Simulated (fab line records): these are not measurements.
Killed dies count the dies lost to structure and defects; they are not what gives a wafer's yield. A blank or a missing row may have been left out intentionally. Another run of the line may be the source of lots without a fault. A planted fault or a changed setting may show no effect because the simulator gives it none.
Struck lot and sound lot, side by side | flow nand_harc | 34 out of 1302 route steps
Sound: wafers L925.1, L925.3, L925.5. Wafers L921.1, L921.4, L921.5 were the ones struck. The cause is named last.
At each step with rows: each side's tool, then ch and its chambers, then its first start. Under that, the readings that differ: sound wafers | struck wafers | difference of the means | sigmas: that difference in standard deviations of wafers without a fault.
alike: same words and numbers on both sides, and readings whose means sit less than 2 such deviations apart. not compared: any withheld reading, any reading some wafer has no value for, any bound like >300 that may hide the same value, and any number with overlapping values for which the record gives no deviation.
Wherever a step has rows on one side only, a row that says differs or no value, or a row with sigmas, the two part there. Non-overlapping numbers with no deviation appear without sigmas and do not part them. A reading that every wafer of one side lacks parts them only if that side has two wafers or more.

first, 5 steps without rows for these wafers: NHARC_A_ONON_D2_DEP_19 (target thk 1000 nm); NHARC_A_ONON_D2_DEP_22 (target thk 1000 nm); NHARC_A_ONON_D2_DEP_25 (target thk 1000 nm); NHARC_A_ONON_D2_DEP_28 (target thk 1000 nm); NHARC_A_ONON_D2_DEP_33 (deposits SiO2, target thk 200 nm).
NHARC_A_CHANNEL_HOLE_D2_DEP_00: deposits aC, target thk 3100 nm.
  sound on acl_dep-02 ch 0, day 20 01:00; struck on acl_dep-03 ch 0, day 18 07:37
  reading              | sound | struck               | difference                   | sigmas
  susceptor_temp_C (C) | - - - | 400.16 400.31 400.41 | no value on the sound wafers |
  alike: throttle_valve_pct
then, 11 steps without rows for these wafers: NHARC_A_CHANNEL_HOLE_D2_DEP_01 (deposits SiON, target thk 140 nm); NHARC_A_CHANNEL_HOLE_D2_DEHYDRATE_02 (time 120 s); NHARC_A_CHANNEL_HOLE_D2_HMDS_03 (time 30 s); NHARC_A_CHANNEL_HOLE_D2_COAT_36 (time 75 s); NHARC_A_CHANNEL_HOLE_D2_COAT_37 (time 65 s); NHARC_A_CHANNEL_HOLE_D2_COAT_04 (resist thk 90 nm); NHARC_A_CHANNEL_HOLE_D2_SOFTBAKE_05 (time 55 s); NHARC_A_CHANNEL_HOLE_D2_EBR_06; NHARC_A_CHANNEL_HOLE_D2_EXPOSE_07 (exposes mask HOLE D2, target cd 100 nm); NHARC_A_CHANNEL_HOLE_D2_PEB_08 (peb time 65 s); NHARC_A_CHANNEL_HOLE_D2_DEVELOP_09 (develop time 35 s).
NHARC_A_CHANNEL_HOLE_D2_INSPECT_12:
  sound on defect_inspect-02, day 20 03:52; struck on defect_inspect-01, day 18 10:53
  reading          | sound    | struck      | difference | sigmas
  raw_defect_count | 66 88 64 | 576 630 598 | +529       | +23
then, 14 steps without rows for these wafers: NHARC_A_CHANNEL_HOLE_D2_DESCUM_15 (chemistry O2, time 3 s); NHARC_A_CHANNEL_HOLE_D2_ETCH_38 (etches the open film in CF4, target depth 39 nm, time 65 s); NHARC_A_CHANNEL_HOLE_D2_ETCH_39 (etches the open film in N2/H2, target depth 260 nm, time 325 s); NHARC_A_CHANNEL_HOLE_D2_ETCH_34 (etches the open film in CF4/CHF3, target depth 154 nm, time 77 s); NHARC_A_CHANNEL_HOLE_D2_ETCH_16 (etches the open film in O2/COS, target depth 3100 nm, time 806 s); NHARC_A_CHANNEL_HOLE_D2_ETCH_19 (etches the open film in C4F8/O2/Ar, time 34.5 s); NHARC_A_CHANNEL_HOLE_D2_ETCH_20 (etches the open film in C4F8/O2/Ar, time 361.9 s, target depth 1600 nm); NHARC_A_CHANNEL_HOLE_D2_ETCH_21 (etches the open film in C4F8/O2/Ar, time 514.3 s, target depth 1600 nm); NHARC_A_CHANNEL_HOLE_D2_ETCH_22 (etches the open film in C4F8/O2/Ar, time 666.7 s, target depth 1600 nm); NHARC_A_CHANNEL_HOLE_D2_ETCH_23 (etches the open film in C4F8/O2/Ar, time 819 s, target depth 1600 nm); NHARC_A_CHANNEL_HOLE_D2_ETCH_24 (etches the open film in C4F8/O2/Ar, time 906.2 s, target depth 1500 nm); NHARC_A_CHANNEL_HOLE_D2_ETCH_25 (etches the open film in C4F8/O2/Ar, time 1040.2 s, target depth 1500 nm); NHARC_A_CHANNEL_HOLE_D2_ETCH_26 (etches the open film in C4F8/O2/Ar, time 224.1 s, target depth 300 nm); NHARC_A_CHANNEL_HOLE_D2_ETCH_27 (etches the open film in C4F8/O2/Ar, time 90 s, target depth 400 nm).
NHARC_A_CHANNEL_HOLE_D2_INSPECT_40:
  sound on defect_inspect-02, day 20 11:01; struck on defect_inspect-01, day 18 18:56
  reading          | sound       | struck      | difference | sigmas
  raw_defect_count | 280 357 375 | 722 776 725 | +404       | +5
-- break in the record here, with 11 days between the starts of the struck wafers on either side (left off in module A_CHANNEL_HOLE_D2, picked up again in module END, where the first step shown is number 1302 on the route) --
NHARC_END_SORT_01:
  here the record holds rows for the struck wafers (prober-01 ch 0, day 29 06:59) but none for the sound ones

WHERE THEY PART
At NHARC_A_CHANNEL_HOLE_D2_DEP_00 first; at NHARC_END_SORT_01 last (within this record only).

WHY: what the simulator had put in
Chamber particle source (acl_dep-03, NHARC_A_CHANNEL_HOLE_D2_DEP_00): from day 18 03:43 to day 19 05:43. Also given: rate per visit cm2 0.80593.
